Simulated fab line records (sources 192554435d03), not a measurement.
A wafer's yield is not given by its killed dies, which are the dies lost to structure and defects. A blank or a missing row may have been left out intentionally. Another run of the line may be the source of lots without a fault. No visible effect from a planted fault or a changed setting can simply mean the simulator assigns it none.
What tool caused it? || flow n5 finfet || 72 wafers from 24 lots sampled at 6 of the route's 1938 steps

== WHAT THE GAUGES SHOWED, per wafer ==
N5_BEOL_M1_OVL_MEAS_12.
{"lot": "L076", "measured": "day 6 10:22", "on": "overlay-01", "M1_OVL (nm)": "-0.1 0.9 0.7"}
{"lot": "L074", "measured": "day 6 10:46", "on": "overlay-01", "M1_OVL (nm)": "0.5 0.0 -0.1"}
{"lot": "L075", "measured": "day 6 13:45", "on": "overlay-01", "M1_OVL (nm)": "0.6 0.2 -0.3"}
{"lot": "L077", "measured": "day 7 01:07", "on": "overlay-02", "M1_OVL (nm)": "0.3 -0.6 -0.9"}
{"lot": "L078", "measured": "day 7 03:24", "on": "overlay-02", "M1_OVL (nm)": "1.2 0.4 0.1"}
{"lot": "L079", "measured": "day 7 07:46", "on": "overlay-02", "M1_OVL (nm)": "0.0 0.5 -0.6"}
{"lot": "L080", "measured": "day 7 14:43", "on": "overlay-02", "M1_OVL (nm)": "-0.2 0.7 0.3"}
{"lot": "L081", "measured": "day 7 21:09", "on": "overlay-01", "M1_OVL (nm)": "-0.7 0.3 -0.6"}
{"lot": "L082", "measured": "day 7 22:29", "on": "overlay-01", "M1_OVL (nm)": "-1.3 -0.3 -1.1"}
{"lot": "L083", "measured": "day 8 02:10", "on": "overlay-01", "M1_OVL (nm)": "-0.2 -0.3 -0.8"}
{"lot": "L084", "measured": "day 8 11:17", "on": "overlay-02", "M1_OVL (nm)": "0.2 -0.2 -0.1"}
{"lot": "L085", "measured": "day 8 22:52", "on": "overlay-02", "M1_OVL (nm)": "0.7 0.5 -0.2"}
{"lot": "L086", "measured": "day 9 10:52", "on": "overlay-02", "M1_OVL (nm)": "0.7 0.0 -0.2"}
{"lot": "L088", "measured": "day 9 18:29", "on": "overlay-02", "M1_OVL (nm)": "-0.2 0.2 -0.6"}
{"lot": "L087", "measured": "day 9 21:41", "on": "overlay-02", "M1_OVL (nm)": "-0.5 -1.7 -0.7"}
{"lot": "L089", "measured": "day 10 02:01", "on": "overlay-02", "M1_OVL (nm)": "0.5 -0.2 -0.7"}
{"lot": "L090", "measured": "day 10 07:13", "on": "overlay-02", "M1_OVL (nm)": "1.1 1.1 0.6"}
{"lot": "L091", "measured": "day 10 09:48", "on": "overlay-02", "M1_OVL (nm)": "0.9 0.0 0.3"}
{"lot": "L092", "measured": "day 10 20:38", "on": "overlay-02", "M1_OVL (nm)": "0.7 0.8 0.4"}
{"lot": "L094", "measured": "day 11 00:10", "on": "overlay-02", "M1_OVL (nm)": "-2.3 -1.0 0.0"}
{"lot": "L093", "measured": "day 11 00:23", "on": "overlay-02", "M1_OVL (nm)": "-0.3 0.4 -0.6"}
{"lot": "L095", "measured": "day 11 04:55", "on": "overlay-02", "M1_OVL (nm)": "0.1 0.9 1.4"}
{"lot": "L096", "measured": "day 11 17:28", "on": "overlay-02", "M1_OVL (nm)": "-0.1 0.7 -0.6"}
{"lot": "L097", "measured": "day 11 21:05", "on": "overlay-02", "M1_OVL (nm)": "-0.3 -0.4 0.4"}

N5_BEOL_M1_CD_MEAS_18: pitch 36 nm, target cd 18 nm.
{"lot": "L076", "measured": "day 6 11:32", "on": "cd sem-01", "cd nm (nm)": "18.0 17.5 18.0"}
{"lot": "L074", "measured": "day 6 11:38", "on": "cd sem-02", "cd nm (nm)": "17.1 18.9 18.5"}
{"lot": "L075", "measured": "day 6 14:16", "on": "cd sem-01", "cd nm (nm)": "17.5 18.3 18.4"}
{"lot": "L077", "measured": "day 7 01:38", "on": "cd sem-03", "cd nm (nm)": "18.0 18.1 18.6"}
{"lot": "L078", "measured": "day 7 04:02", "on": "cd sem-02", "cd nm (nm)": "17.6 18.3 17.5"}
{"lot": "L079", "measured": "day 7 08:20", "on": "cd sem-03", "cd nm (nm)": "18.3 17.8 17.2"}
{"lot": "L080", "measured": "day 7 15:15", "on": "cd sem-01", "cd nm (nm)": "17.8 18.2 17.7"}
{"lot": "L081", "measured": "day 7 21:40", "on": "cd sem-03", "cd nm (nm)": "18.7 17.2 17.7"}
{"lot": "L082", "measured": "day 7 23:01", "on": "cd sem-03", "cd nm (nm)": "16.9 17.5 18.3"}
{"lot": "L083", "measured": "day 8 02:59", "on": "cd sem-01", "cd nm (nm)": "17.8 18.7 18.0"}
{"lot": "L084", "measured": "day 8 11:49", "on": "cd sem-03", "cd nm (nm)": "17.0 17.9 17.6"}
{"lot": "L085", "measured": "day 8 23:26", "on": "cd sem-02", "cd nm (nm)": "18.2 18.9 18.7"}
{"lot": "L086", "measured": "day 9 11:41", "on": "cd sem-02", "cd nm (nm)": "18.4 18.2 17.8"}
{"lot": "L088", "measured": "day 9 19:07", "on": "cd sem-01", "cd nm (nm)": "17.7 17.9 17.2"}
{"lot": "L087", "measured": "day 9 22:13", "on": "cd sem-03", "cd nm (nm)": "18.4 17.5 18.6"}
{"lot": "L089", "measured": "day 10 02:33", "on": "cd sem-02", "cd nm (nm)": "18.3 18.2 17.8"}
{"lot": "L090", "measured": "day 10 07:49", "on": "cd sem-02", "cd nm (nm)": "17.8 17.9 17.8"}
{"lot": "L091", "measured": "day 10 10:25", "on": "cd sem-03", "cd nm (nm)": "18.0 18.4 18.8"}
{"lot": "L092", "measured": "day 10 21:10", "on": "cd sem-01", "cd nm (nm)": "18.3 17.2 17.9"}
{"lot": "L094", "measured": "day 11 01:08", "on": "cd sem-03", "cd nm (nm)": "17.4 17.4 17.6"}
{"lot": "L093", "measured": "day 11 01:19", "on": "cd sem-03", "cd nm (nm)": "17.8 17.7 18.0"}
{"lot": "L095", "measured": "day 11 05:27", "on": "cd sem-01", "cd nm (nm)": "17.5 18.8 17.7"}
{"lot": "L096", "measured": "day 11 17:59", "on": "cd sem-02", "cd nm (nm)": "18.7 17.4 18.7"}
{"lot": "L097", "measured": "day 11 21:35", "on": "cd sem-03", "cd nm (nm)": "18.1 17.8 17.5"}

N5_BEOL_M1_INSPECT_30: inspects for defects (brightfield).
{"lot": "L076", "measured": "day 6 12:04", "on": "defect inspect-02", "raw defect count": "323 389 300"}
{"lot": "L074", "measured": "day 6 12:15", "on": "defect inspect-01", "raw defect count": "303 435 419"}
{"lot": "L075", "measured": "day 6 14:41", "on": "defect inspect-02", "raw defect count": "493 426 563"}
{"lot": "L077", "measured": "day 7 02:02", "on": "defect inspect-02", "raw defect count": "311 330 390"}
{"lot": "L078", "measured": "day 7 04:26", "on": "defect inspect-02", "raw defect count": "274 364 298"}
{"lot": "L079", "measured": "day 7 08:44", "on": "defect inspect-01", "raw defect count": "376 377 432"}
{"lot": "L080", "measured": "day 7 15:47", "on": "defect inspect-01", "raw defect count": "520 373 506"}
{"lot": "L081", "measured": "day 7 22:04", "on": "defect inspect-02", "raw defect count": "321 315 328"}
{"lot": "L082", "measured": "day 7 23:32", "on": "defect inspect-01", "raw defect count": "360 409 411"}
{"lot": "L083", "measured": "day 8 03:31", "on": "defect inspect-02", "raw defect count": "316 392 279"}
{"lot": "L084", "measured": "day 8 12:20", "on": "defect inspect-01", "raw defect count": "395 370 370"}
{"lot": "L085", "measured": "day 8 23:59", "on": "defect inspect-01", "raw defect count": "343 335 217"}
{"lot": "L086", "measured": "day 9 12:05", "on": "defect inspect-01", "raw defect count": "498 350 499"}
{"lot": "L088", "measured": "day 9 19:39", "on": "defect inspect-02", "raw defect count": "368 234 339"}
{"lot": "L087", "measured": "day 9 22:46", "on": "defect inspect-02", "raw defect count": "232 263 380"}
{"lot": "L089", "measured": "day 10 03:05", "on": "defect inspect-01", "raw defect count": "425 341 351"}
{"lot": "L090", "measured": "day 10 08:13", "on": "defect inspect-01", "raw defect count": "394 574 456"}
{"lot": "L091", "measured": "day 10 10:49", "on": "defect inspect-02", "raw defect count": "398 487 405"}
{"lot": "L092", "measured": "day 10 21:41", "on": "defect inspect-02", "raw defect count": "311 355 269"}
{"lot": "L094", "measured": "day 11 01:40", "on": "defect inspect-02", "raw defect count": "379 272 277"}
{"lot": "L093", "measured": "day 11 01:43", "on": "defect inspect-01", "raw defect count": "298 421 266"}
{"lot": "L095", "measured": "day 11 05:51", "on": "defect inspect-02", "raw defect count": "398 331 385"}
{"lot": "L096", "measured": "day 11 18:31", "on": "defect inspect-01", "raw defect count": "424 436 475"}
{"lot": "L097", "measured": "day 11 22:00", "on": "defect inspect-01", "raw defect count": "326 366 343"}

== WHICH TOOL RAN EACH LOT (tool, then ch and the chambers of the sampled wafers, then the start) ==
{"lot": "L076", "N5_BEOL_M0_CMP_120": "cmp-01 ch 1,2, day 6 08:47", "N5_BEOL_M0_CO_CAP_123": "cvd co-01 ch 0,2, day 6 09:11", "N5_BEOL_M1_STRIP_66": "rie diel-03 ch 2,3, day 6 11:10"}
{"lot": "L074", "N5_BEOL_M0_CMP_120": "cmp-02 ch 0,1, day 6 09:16", "N5_BEOL_M0_CO_CAP_123": "cvd co-02 ch 0,1,2, day 6 09:38", "N5_BEOL_M1_STRIP_66": "rie diel-02 ch 0,1,3, day 6 11:23"}
{"lot": "L075", "N5_BEOL_M0_CMP_120": "cmp-01 ch 2,3, day 6 11:44", "N5_BEOL_M0_CO_CAP_123": "cvd co-02 ch 0,2, day 6 12:07", "N5_BEOL_M1_STRIP_66": "rie diel-02 ch 0,2,3, day 6 14:03"}
{"lot": "L077", "N5_BEOL_M0_CMP_120": "cmp-01 ch 0,1,3, day 6 22:16", "N5_BEOL_M0_CO_CAP_123": "cvd co-02 ch 0,1, day 6 22:38", "N5_BEOL_M1_STRIP_66": "rie diel-06 ch 0,2,3, day 7 01:25"}
{"lot": "L078", "N5_BEOL_M0_CMP_120": "cmp-04 ch 0,1,2, day 7 01:50", "N5_BEOL_M0_CO_CAP_123": "cvd co-01 ch 0,1, day 7 02:10", "N5_BEOL_M1_STRIP_66": "rie diel-02 ch 1,2,3, day 7 03:41"}
{"lot": "L079", "N5_BEOL_M0_CMP_120": "cmp-01 ch 0,2,3, day 7 04:57", "N5_BEOL_M0_CO_CAP_123": "cvd co-01 ch 0,1,2, day 7 05:15", "N5_BEOL_M1_STRIP_66": "rie diel-03 ch 0,3, day 7 08:03"}
{"lot": "L080", "N5_BEOL_M0_CMP_120": "cmp-04 ch 0,1,2, day 7 11:40", "N5_BEOL_M0_CO_CAP_123": "cvd co-02 ch 1,2, day 7 12:02", "N5_BEOL_M1_STRIP_66": "rie diel-03 ch 2,3, day 7 15:00"}
{"lot": "L081", "N5_BEOL_M0_CMP_120": "cmp-02 ch 0,1,2, day 7 18:59", "N5_BEOL_M0_CO_CAP_123": "cvd co-02 ch 0,1, day 7 19:21", "N5_BEOL_M1_STRIP_66": "rie diel-06 ch 1,2,3, day 7 21:26"}
{"lot": "L082", "N5_BEOL_M0_CMP_120": "cmp-01 ch 0,1,2, day 7 20:31", "N5_BEOL_M0_CO_CAP_123": "cvd co-02 ch 0,1,2, day 7 20:53", "N5_BEOL_M1_STRIP_66": "rie diel-02 ch 0,1,2, day 7 22:47"}
{"lot": "L083", "N5_BEOL_M0_CMP_120": "cmp-02 ch 1,2, day 7 23:51", "N5_BEOL_M0_CO_CAP_123": "cvd co-01 ch 0,1, day 8 00:12", "N5_BEOL_M1_STRIP_66": "rie diel-03 ch 1,3, day 8 02:46"}
{"lot": "L084", "N5_BEOL_M0_CMP_120": "cmp-01 ch 0,1,2, day 8 09:20", "N5_BEOL_M0_CO_CAP_123": "cvd co-01 ch 0,1, day 8 10:04", "N5_BEOL_M1_STRIP_66": "rie diel-06 ch 0,1,3, day 8 11:35"}
{"lot": "L085", "N5_BEOL_M0_CMP_120": "cmp-01 ch 0,1,2, day 8 20:25", "N5_BEOL_M0_CO_CAP_123": "cvd co-02 ch 0,1, day 8 20:45", "N5_BEOL_M1_STRIP_66": "rie diel-02 ch 0,3, day 8 23:10"}
{"lot": "L086", "N5_BEOL_M0_CMP_120": "cmp-02 ch 2,3, day 9 07:55", "N5_BEOL_M0_CO_CAP_123": "cvd co-02 ch 0,1, day 9 08:17", "N5_BEOL_M1_STRIP_66": "rie diel-02 ch 1,2,3, day 9 11:26"}
{"lot": "L088", "N5_BEOL_M0_CMP_120": "cmp-02 ch 0,1,2, day 9 15:43", "N5_BEOL_M0_CO_CAP_123": "cvd co-02 ch 0,1,2, day 9 15:58", "N5_BEOL_M1_STRIP_66": "rie diel-03 ch 0,2,3, day 9 18:46"}
{"lot": "L087", "N5_BEOL_M0_CMP_120": "cmp-02 ch 1,2,3, day 9 19:26", "N5_BEOL_M0_CO_CAP_123": "cvd co-01 ch 0,1, day 9 19:50", "N5_BEOL_M1_STRIP_66": "rie diel-03 ch 1,2,3, day 9 21:59"}
{"lot": "L089", "N5_BEOL_M0_CMP_120": "cmp-02 ch 0,3, day 9 23:52", "N5_BEOL_M0_CO_CAP_123": "cvd co-01 ch 0,1, day 10 00:15", "N5_BEOL_M1_STRIP_66": "rie diel-03 ch 0,2,3, day 10 02:19"}
{"lot": "L090", "N5_BEOL_M0_CMP_120": "cmp-01 ch 1,2,3, day 10 05:40", "N5_BEOL_M0_CO_CAP_123": "cvd co-01 ch 0, day 10 06:05", "N5_BEOL_M1_STRIP_66": "rie diel-06 ch 1,2, day 10 07:31"}
{"lot": "L091", "N5_BEOL_M0_CMP_120": "cmp-04 ch 0,2, day 10 06:52", "N5_BEOL_M0_CO_CAP_123": "cvd co-01 ch 0,1, day 10 07:16", "N5_BEOL_M1_STRIP_66": "rie diel-03 ch 0,2, day 10 10:06"}
{"lot": "L092", "N5_BEOL_M0_CMP_120": "cmp-02 ch 0,1,2, day 10 19:25", "N5_BEOL_M0_CO_CAP_123": "cvd co-01 ch 1, day 10 19:44", "N5_BEOL_M1_STRIP_66": "rie diel-02 ch 0,2, day 10 20:55"}
{"lot": "L094", "N5_BEOL_M0_CMP_120": "cmp-04 ch 0,3, day 10 21:19", "N5_BEOL_M0_CO_CAP_123": "cvd co-01 ch 0,1, day 10 21:43", "N5_BEOL_M1_STRIP_66": "rie diel-06 ch 0,1,2, day 11 00:53"}
{"lot": "L093", "N5_BEOL_M0_CMP_120": "cmp-02 ch 0,2,3, day 10 21:38", "N5_BEOL_M0_CO_CAP_123": "cvd co-02 ch 0,2, day 10 21:59", "N5_BEOL_M1_STRIP_66": "rie diel-03 ch 0,1, day 11 01:00"}
{"lot": "L095", "N5_BEOL_M0_CMP_120": "cmp-04 ch 0,1,2, day 11 03:27", "N5_BEOL_M0_CO_CAP_123": "cvd co-01 ch 0,1, day 11 03:46", "N5_BEOL_M1_STRIP_66": "rie diel-03 ch 0,2, day 11 05:13"}
{"lot": "L096", "N5_BEOL_M0_CMP_120": "cmp-02 ch 0,2,3, day 11 16:11", "N5_BEOL_M0_CO_CAP_123": "cvd co-02 ch 0,1,2, day 11 16:29", "N5_BEOL_M1_STRIP_66": "rie diel-06 ch 0,3, day 11 17:46"}
{"lot": "L097", "N5_BEOL_M0_CMP_120": "cmp-04 ch 0,2,3, day 11 19:56", "N5_BEOL_M0_CO_CAP_123": "cvd co-01 ch 0,1, day 11 20:14", "N5_BEOL_M1_STRIP_66": "rie diel-02 ch 0,1, day 11 21:22"}
- N5_BEOL_M0_CMP_120: polishes, stops on SiOC, t overpolish 6.9 s.
- N5_BEOL_M0_CO_CAP_123: material Co, precursor CCTBA/H2, target thk 2 nm, time 102.1 s.
- N5_BEOL_M1_STRIP_66: strips in CF4.

== AS READ BY THE TOOLS THEMSELVES (means over the sampled wafers that have a number; for cases with no such wafer, the mark the record gives instead) ==
N5_BEOL_M0_CMP_120.
{"lot": "L076", "tool": "cmp-01", "barrier field endpoint s (s)": 3.64, "head pressure psi (psi)": 1.0013, "motor current A (A)": 6.1, "overpolish run s (s)": 6.907, "time to endpoint s (s)": 65}
{"lot": "L074", "tool": "cmp-02", "barrier field endpoint s (s)": 3.84, "head pressure psi (psi)": 0.9991, "motor current A (A)": 6.3, "overpolish run s (s)": 6.906, "time to endpoint s (s)": 62}
{"lot": "L075", "tool": "cmp-01", "barrier field endpoint s (s)": 3.68, "head pressure psi (psi)": 1.0004, "motor current A (A)": 6.3, "overpolish run s (s)": 6.894, "time to endpoint s (s)": 63}
{"lot": "L077", "tool": "cmp-01", "barrier field endpoint s (s)": 3.64, "head pressure psi (psi)": 0.9993, "motor current A (A)": 6.4, "overpolish run s (s)": 6.905, "time to endpoint s (s)": 64}
{"lot": "L078", "tool": "cmp-04", "barrier field endpoint s (s)": 3.57, "head pressure psi (psi)": 0.9981, "motor current A (A)": 5.6, "overpolish run s (s)": 6.905, "time to endpoint s (s)": 57}
{"lot": "L079", "tool": "cmp-01", "barrier field endpoint s (s)": 3.71, "head pressure psi (psi)": 0.9990, "motor current A (A)": 6.5, "overpolish run s (s)": 6.906, "time to endpoint s (s)": 65}
{"lot": "L080", "tool": "cmp-04", "barrier field endpoint s (s)": 3.48, "head pressure psi (psi)": 0.9985, "motor current A (A)": 5.5, "overpolish run s (s)": 6.906, "time to endpoint s (s)": 59}
{"lot": "L081", "tool": "cmp-02", "barrier field endpoint s (s)": 3.49, "head pressure psi (psi)": 1.0014, "motor current A (A)": 6.5, "overpolish run s (s)": 6.911, "time to endpoint s (s)": 60}
{"lot": "L082", "tool": "cmp-01", "barrier field endpoint s (s)": 3.43, "head pressure psi (psi)": 1.0009, "motor current A (A)": 6.5, "overpolish run s (s)": 6.896, "time to endpoint s (s)": 61}
{"lot": "L083", "tool": "cmp-02", "barrier field endpoint s (s)": 3.53, "head pressure psi (psi)": 1.0009, "motor current A (A)": 6.9, "overpolish run s (s)": 6.898, "time to endpoint s (s)": 55}
{"lot": "L084", "tool": "cmp-01", "barrier field endpoint s (s)": 3.59, "head pressure psi (psi)": 0.9989, "motor current A (A)": 6.4, "overpolish run s (s)": 6.897, "time to endpoint s (s)": 62}
{"lot": "L085", "tool": "cmp-01", "barrier field endpoint s (s)": 3.56, "head pressure psi (psi)": 1.0008, "motor current A (A)": 6.5, "overpolish run s (s)": 6.898, "time to endpoint s (s)": 58}
{"lot": "L086", "tool": "cmp-02", "barrier field endpoint s (s)": 3.58, "head pressure psi (psi)": 0.9991, "motor current A (A)": 6.3, "overpolish run s (s)": 6.905, "time to endpoint s (s)": 59}
{"lot": "L088", "tool": "cmp-02", "barrier field endpoint s (s)": 3.69, "head pressure psi (psi)": 0.9975, "motor current A (A)": 6.4, "overpolish run s (s)": 6.897, "time to endpoint s (s)": 63}
{"lot": "L087", "tool": "cmp-02", "barrier field endpoint s (s)": 3.47, "head pressure psi (psi)": 0.9986, "motor current A (A)": 6.0, "overpolish run s (s)": 6.898, "time to endpoint s (s)": 62}
{"lot": "L089", "tool": "cmp-02", "barrier field endpoint s (s)": 3.52, "head pressure psi (psi)": 0.9978, "motor current A (A)": 5.4, "overpolish run s (s)": 6.898, "time to endpoint s (s)": 62}
{"lot": "L090", "tool": "cmp-01", "barrier field endpoint s (s)": 3.64, "head pressure psi (psi)": 1.0020, "motor current A (A)": 6.2, "overpolish run s (s)": 6.897, "time to endpoint s (s)": 60}
{"lot": "L091", "tool": "cmp-04", "barrier field endpoint s (s)": 3.82, "head pressure psi (psi)": 1.0018, "motor current A (A)": 5.7, "overpolish run s (s)": 6.902, "time to endpoint s (s)": 64}
{"lot": "L092", "tool": "cmp-02", "barrier field endpoint s (s)": 3.56, "head pressure psi (psi)": 0.9982, "motor current A (A)": 6.3, "overpolish run s (s)": 6.902, "time to endpoint s (s)": 61}
{"lot": "L094", "tool": "cmp-04", "barrier field endpoint s (s)": 3.49, "head pressure psi (psi)": 0.9997, "motor current A (A)": 6.2, "overpolish run s (s)": 6.908, "time to endpoint s (s)": 60}
{"lot": "L093", "tool": "cmp-02", "barrier field endpoint s (s)": 3.54, "head pressure psi (psi)": 1.0003, "motor current A (A)": 6.0, "overpolish run s (s)": 6.912, "time to endpoint s (s)": 60}
{"lot": "L095", "tool": "cmp-04", "barrier field endpoint s (s)": 3.51, "head pressure psi (psi)": 1.0016, "motor current A (A)": 5.5, "overpolish run s (s)": 6.898, "time to endpoint s (s)": 59}
{"lot": "L096", "tool": "cmp-02", "barrier field endpoint s (s)": 3.67, "head pressure psi (psi)": 0.9998, "motor current A (A)": 6.2, "overpolish run s (s)": 6.907, "time to endpoint s (s)": 63}
{"lot": "L097", "tool": "cmp-04", "barrier field endpoint s (s)": 3.68, "head pressure psi (psi)": 0.9999, "motor current A (A)": 6.1, "overpolish run s (s)": 6.900, "time to endpoint s (s)": 58}

N5_BEOL_M0_CO_CAP_123.
{"lot": "L076", "tool": "cvd co-01", "chamber pressure Torr (Torr)": 30.00, "heater power w (W)": 231}
{"lot": "L074", "tool": "cvd co-02", "chamber pressure Torr (Torr)": 29.99, "heater power w (W)": 230}
{"lot": "L075", "tool": "cvd co-02", "chamber pressure Torr (Torr)": 29.97, "heater power w (W)": 236}
{"lot": "L077", "tool": "cvd co-02", "chamber pressure Torr (Torr)": 30.03, "heater power w (W)": 221}
{"lot": "L078", "tool": "cvd co-01", "chamber pressure Torr (Torr)": 29.96, "heater power w (W)": 265}
{"lot": "L079", "tool": "cvd co-01", "chamber pressure Torr (Torr)": 29.94, "heater power w (W)": 246}
{"lot": "L080", "tool": "cvd co-02", "chamber pressure Torr (Torr)": 30.02, "heater power w (W)": 222}
{"lot": "L081", "tool": "cvd co-02", "chamber pressure Torr (Torr)": 29.98, "heater power w (W)": 240}
{"lot": "L082", "tool": "cvd co-02", "chamber pressure Torr (Torr)": 29.95, "heater power w (W)": 233}
{"lot": "L083", "tool": "cvd co-01", "chamber pressure Torr (Torr)": 30.04, "heater power w (W)": 263}
{"lot": "L084", "tool": "cvd co-01", "chamber pressure Torr (Torr)": 29.93, "heater power w (W)": 262}
{"lot": "L085", "tool": "cvd co-02", "chamber pressure Torr (Torr)": 30.01, "heater power w (W)": 233}
{"lot": "L086", "tool": "cvd co-02", "chamber pressure Torr (Torr)": 29.97, "heater power w (W)": 239}
{"lot": "L088", "tool": "cvd co-02", "chamber pressure Torr (Torr)": 30.00, "heater power w (W)": 231}
{"lot": "L087", "tool": "cvd co-01", "chamber pressure Torr (Torr)": 29.95, "heater power w (W)": 262}
{"lot": "L089", "tool": "cvd co-01", "chamber pressure Torr (Torr)": 30.01, "heater power w (W)": 265}
{"lot": "L090", "tool": "cvd co-01", "chamber pressure Torr (Torr)": 30.11, "heater power w (W)": 266}
{"lot": "L091", "tool": "cvd co-01", "chamber pressure Torr (Torr)": 30.00, "heater power w (W)": 266}
{"lot": "L092", "tool": "cvd co-01", "chamber pressure Torr (Torr)": 29.98, "heater power w (W)": 262}
{"lot": "L094", "tool": "cvd co-01", "chamber pressure Torr (Torr)": 29.97, "heater power w (W)": 267}
{"lot": "L093", "tool": "cvd co-02", "chamber pressure Torr (Torr)": 29.94, "heater power w (W)": 238}
{"lot": "L095", "tool": "cvd co-01", "chamber pressure Torr (Torr)": 29.96, "heater power w (W)": 263}
{"lot": "L096", "tool": "cvd co-02", "chamber pressure Torr (Torr)": 29.98, "heater power w (W)": 228}
{"lot": "L097", "tool": "cvd co-01", "chamber pressure Torr (Torr)": 29.96, "heater power w (W)": 260}

N5_BEOL_M1_STRIP_66.
{"lot": "L076", "tool": "rie diel-03", "bias power w (W)": 75.08, "drypump motor current A (A)": 6.0, "oes product au (a.u.)": 0.69, "rf vpp V (V)": 272.8, "showerhead plenum p Torr (Torr)": 1.85, "throttle valve pct (%)": 13.9}
{"lot": "L074", "tool": "rie diel-02", "bias power w (W)": 74.99, "drypump motor current A (A)": 6.0, "oes product au (a.u.)": 0.79, "rf vpp V (V)": 271.2, "showerhead plenum p Torr (Torr)": 1.82, "throttle valve pct (%)": 13.4}
{"lot": "L075", "tool": "rie diel-02", "bias power w (W)": 74.91, "drypump motor current A (A)": 5.9, "oes product au (a.u.)": 0.75, "rf vpp V (V)": 271.3, "showerhead plenum p Torr (Torr)": 1.80, "throttle valve pct (%)": 13.6}
{"lot": "L077", "tool": "rie diel-06", "bias power w (W)": 75.27, "drypump motor current A (A)": 5.6, "oes product au (a.u.)": 0.83, "rf vpp V (V)": 272.0, "showerhead plenum p Torr (Torr)": 1.84, "throttle valve pct (%)": 13.6}
{"lot": "L078", "tool": "rie diel-02", "bias power w (W)": 74.92, "drypump motor current A (A)": 6.0, "oes product au (a.u.)": 0.79, "rf vpp V (V)": 271.5, "showerhead plenum p Torr (Torr)": 1.78, "throttle valve pct (%)": 13.6}
{"lot": "L079", "tool": "rie diel-03", "bias power w (W)": 75.12, "drypump motor current A (A)": 5.9, "oes product au (a.u.)": 0.69, "rf vpp V (V)": 272.2, "showerhead plenum p Torr (Torr)": 1.82, "throttle valve pct (%)": 13.8}
{"lot": "L080", "tool": "rie diel-03", "bias power w (W)": 75.01, "drypump motor current A (A)": 6.3, "oes product au (a.u.)": 0.87, "rf vpp V (V)": 272.5, "showerhead plenum p Torr (Torr)": 1.84, "throttle valve pct (%)": 13.5}
{"lot": "L081", "tool": "rie diel-06", "bias power w (W)": 74.72, "drypump motor current A (A)": 5.4, "oes product au (a.u.)": 0.86, "rf vpp V (V)": 272.1, "showerhead plenum p Torr (Torr)": 1.83, "throttle valve pct (%)": 13.5}
{"lot": "L082", "tool": "rie diel-02", "bias power w (W)": 74.87, "drypump motor current A (A)": 6.3, "oes product au (a.u.)": 0.73, "rf vpp V (V)": 271.0, "showerhead plenum p Torr (Torr)": 1.82, "throttle valve pct (%)": 13.7}
{"lot": "L083", "tool": "rie diel-03", "bias power w (W)": 75.15, "drypump motor current A (A)": 5.7, "oes product au (a.u.)": 0.71, "rf vpp V (V)": 270.9, "showerhead plenum p Torr (Torr)": 1.82, "throttle valve pct (%)": 13.9}
{"lot": "L084", "tool": "rie diel-06", "bias power w (W)": 75.09, "drypump motor current A (A)": 5.7, "oes product au (a.u.)": 0.87, "rf vpp V (V)": 272.4, "showerhead plenum p Torr (Torr)": 1.82, "throttle valve pct (%)": 13.4}
{"lot": "L085", "tool": "rie diel-02", "bias power w (W)": 75.12, "drypump motor current A (A)": 6.0, "oes product au (a.u.)": 0.73, "rf vpp V (V)": 271.2, "showerhead plenum p Torr (Torr)": 1.83, "throttle valve pct (%)": 13.5}
{"lot": "L086", "tool": "rie diel-02", "bias power w (W)": 75.17, "drypump motor current A (A)": 6.0, "oes product au (a.u.)": 0.86, "rf vpp V (V)": 270.4, "showerhead plenum p Torr (Torr)": 1.78, "throttle valve pct (%)": 13.4}
{"lot": "L088", "tool": "rie diel-03", "bias power w (W)": 75.26, "drypump motor current A (A)": 6.2, "oes product au (a.u.)": 0.84, "rf vpp V (V)": 271.2, "showerhead plenum p Torr (Torr)": 1.81, "throttle valve pct (%)": 13.4}
{"lot": "L087", "tool": "rie diel-03", "bias power w (W)": 74.64, "drypump motor current A (A)": 6.0, "oes product au (a.u.)": 0.78, "rf vpp V (V)": 270.9, "showerhead plenum p Torr (Torr)": 1.81, "throttle valve pct (%)": 13.7}
{"lot": "L089", "tool": "rie diel-03", "bias power w (W)": 75.06, "drypump motor current A (A)": 6.2, "oes product au (a.u.)": 0.84, "rf vpp V (V)": 272.3, "showerhead plenum p Torr (Torr)": 1.81, "throttle valve pct (%)": 13.4}
{"lot": "L090", "tool": "rie diel-06", "bias power w (W)": 74.84, "drypump motor current A (A)": 5.5, "oes product au (a.u.)": 0.85, "rf vpp V (V)": 270.8, "showerhead plenum p Torr (Torr)": 1.78, "throttle valve pct (%)": 13.6}
{"lot": "L091", "tool": "rie diel-03", "bias power w (W)": 74.94, "drypump motor current A (A)": 6.3, "oes product au (a.u.)": 0.92, "rf vpp V (V)": 271.6, "showerhead plenum p Torr (Torr)": 1.76, "throttle valve pct (%)": 13.0}
{"lot": "L092", "tool": "rie diel-02", "bias power w (W)": 75.21, "drypump motor current A (A)": 6.2, "oes product au (a.u.)": 0.84, "rf vpp V (V)": 270.8, "showerhead plenum p Torr (Torr)": 1.80, "throttle valve pct (%)": 13.5}
{"lot": "L094", "tool": "rie diel-06", "bias power w (W)": 75.00, "drypump motor current A (A)": 5.6, "oes product au (a.u.)": 0.80, "rf vpp V (V)": 270.7, "showerhead plenum p Torr (Torr)": 1.80, "throttle valve pct (%)": 13.8}
{"lot": "L093", "tool": "rie diel-03", "bias power w (W)": 74.94, "drypump motor current A (A)": 5.9, "oes product au (a.u.)": 0.79, "rf vpp V (V)": 271.0, "showerhead plenum p Torr (Torr)": 1.74, "throttle valve pct (%)": 13.7}
{"lot": "L095", "tool": "rie diel-03", "bias power w (W)": 75.12, "drypump motor current A (A)": 6.5, "oes product au (a.u.)": 0.90, "rf vpp V (V)": 272.0, "showerhead plenum p Torr (Torr)": 1.79, "throttle valve pct (%)": 13.2}
{"lot": "L096", "tool": "rie diel-06", "bias power w (W)": 74.99, "drypump motor current A (A)": 5.8, "oes product au (a.u.)": 0.81, "rf vpp V (V)": 271.5, "showerhead plenum p Torr (Torr)": 1.83, "throttle valve pct (%)": 13.6}
{"lot": "L097", "tool": "rie diel-02", "bias power w (W)": 75.14, "drypump motor current A (A)": 6.4, "oes product au (a.u.)": 0.71, "rf vpp V (V)": 271.3, "showerhead plenum p Torr (Torr)": 1.84, "throttle valve pct (%)": 13.6}

== THE ANSWER, worked out from the rows above alone ==
Rule: what is usual is taken from the lots themselves. Put in order of their means at a reading, lots are off if they are a third of the lots or fewer, leave a main group of 4 or more, and stand apart from it by a gap of 3 or more times the standard deviation of the main group's means; of several such gaps the widest counts. A main group whose means are all the same, to the digits that the tables above print for the reading, isn't used. Also off: a lot with no number at a reading for which 4 or more lots have one. All remaining lots with rows at the step are treated as sound. First the gauges in route order, then the tools' own readings, where a lot's mean is used as printed above. The first step at which some lot is off is used, and at that step the reading that is off furthest; a lot without a number counts as furthest.
No lot is off on any of the readings shown, so nothing can be concluded from this.

== WHAT THE SIMULATOR PUT IN ==
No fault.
